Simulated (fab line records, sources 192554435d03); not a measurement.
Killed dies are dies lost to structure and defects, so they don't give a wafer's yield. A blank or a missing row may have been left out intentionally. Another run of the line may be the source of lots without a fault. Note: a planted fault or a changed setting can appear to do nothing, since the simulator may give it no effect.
3 desks, one fault    flow n5-finfet    what lay behind the numbers comes last; until then each desk has only its own

== AT THE TOOL OWNER'S DESK: rie-diel-01 ==
The tool's own readings at N5_BEOL_M4_ETCH_70 (etches SOC in N2/H2, target depth 80 nm, overetch 24 nm, time 130 s): means of the sampled wafers that have a number, for each lot that ran on this tool. Any lot whose mean is over 4 standard deviations away from the usual mean is out of limits and marked OUT; that distance is given in the brackets.
Columns: A = drypump-motor-current-A at N5_BEOL_M4_ETCH_70, usual 5.6 A; B = h2-flow-sccm at N5_BEOL_M4_ETCH_70, usual 200.0 sccm; C = oes-product-au at N5_BEOL_M4_ETCH_70, usual 0.59 a.u.; D = rf-fwd-power-W at N5_BEOL_M4_ETCH_70, usual 836.3 W; E = rf-vpp-V at N5_BEOL_M4_ETCH_70, usual 523.8 V; F = showerhead-plenum-p-Torr at N5_BEOL_M4_ETCH_70, usual 2.55 Torr; G = throttle-valve-pct at N5_BEOL_M4_ETCH_70, usual 17.60 %
lot   first seen here  A    B      C     D                E                F     G
L727  day 11 21:18     5.4  199.9  0.61  837.3            523.4            2.57  17.54
L731  day 13 20:19     5.3  200.1  0.54  703.3 (-47) OUT  557.4 (+16) OUT  2.60  17.93
This desk's finding: out of limits on L731; first on L731, day 13 20:19 (rf-fwd-power-W at N5_BEOL_M4_ETCH_70). In limits: L727.

== THE DEFECT DESK ==
For each lot, the counts of the inspections along the route, averaged over the sampled wafers that have a number. Any lot whose mean is over 4 standard deviations away from the usual mean is out of limits and marked OUT; that distance is given in the brackets.
Columns: A = raw-defect-count at N5_BEOL_M4_INSPECT_30, usual 407
lot   first seen here  A
L721  day 9 01:17      534
L727  day 10 15:46     420
L731  day 11 18:24     439
L737  day 13 16:41     474
L739  day 14 01:02     361
Result from this desk: across the 5 lots, nothing is out of limits.

== THE METROLOGY DESK ==
Lot by lot, what the gauges showed, no matter which tool ran the lot: averages of those sampled wafers that carry a number. Any lot whose mean is over 4 standard deviations away from the usual mean is out of limits and marked OUT; that distance is given in the brackets. Shown here are 7 of its 12 readings, the ones lying furthest out on some lot.
Columns: A = DIBL_P at N5_BEOL_M4_RC_MEAS_101, usual 38 mV/V; B = IOFF_N at N5_BEOL_M4_RC_MEAS_101, usual 0.18 nA/um; C = IOFF_P at N5_BEOL_M4_RC_MEAS_101, usual 0.25 nA/um; D = ION_P at N5_BEOL_M4_RC_MEAS_101, usual 467 uA/um; E = SS_N at N5_BEOL_M4_RC_MEAS_101, usual 71.7 mV/dec; F = VT_N at N5_BEOL_M4_RC_MEAS_101, usual 249 mV; G = VT_P at N5_BEOL_M4_RC_MEAS_101, usual -248 mV
lot   first seen here  A   B     C     D    E     F    G
L721  day 9 01:12      39  0.20  0.27  464  72.3  249  -245
L727  day 10 15:40     39  0.19  0.28  482  71.6  247  -243
L731  day 11 18:19     37  0.16  0.24  461  71.6  250  -249
L737  day 13 16:36     44  0.29  0.42  480  72.9  242  -240
L739  day 14 00:57     35  0.14  0.20  462  71.2  251  -251
Result from this desk: across the 5 lots, nothing is out of limits.

== BROUGHT TOGETHER ==
On L731, at day 13 20:19, an alarm was possible from the tool owner's desk.
No out-of-limits result turned up at the defect desk.
Metrology desk: nothing out of limits seen.
The defect desk has L731 on record, within its limits.
The metrology desk has L731 on record, within its limits.
On rie-diel-01, each named lot ran N5_BEOL_M4_ETCH_70.

== WHAT THE SIMULATOR HAD PUT IN ==
rie-diel-01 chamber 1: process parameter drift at N5_BEOL_M4_ETCH_70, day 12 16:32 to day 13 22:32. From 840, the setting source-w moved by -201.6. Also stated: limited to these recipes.
Shown lots that were struck: L731.
Time in hours from fault onset to the first out-of-limits reading at each desk: the tool owner's desk, 28.
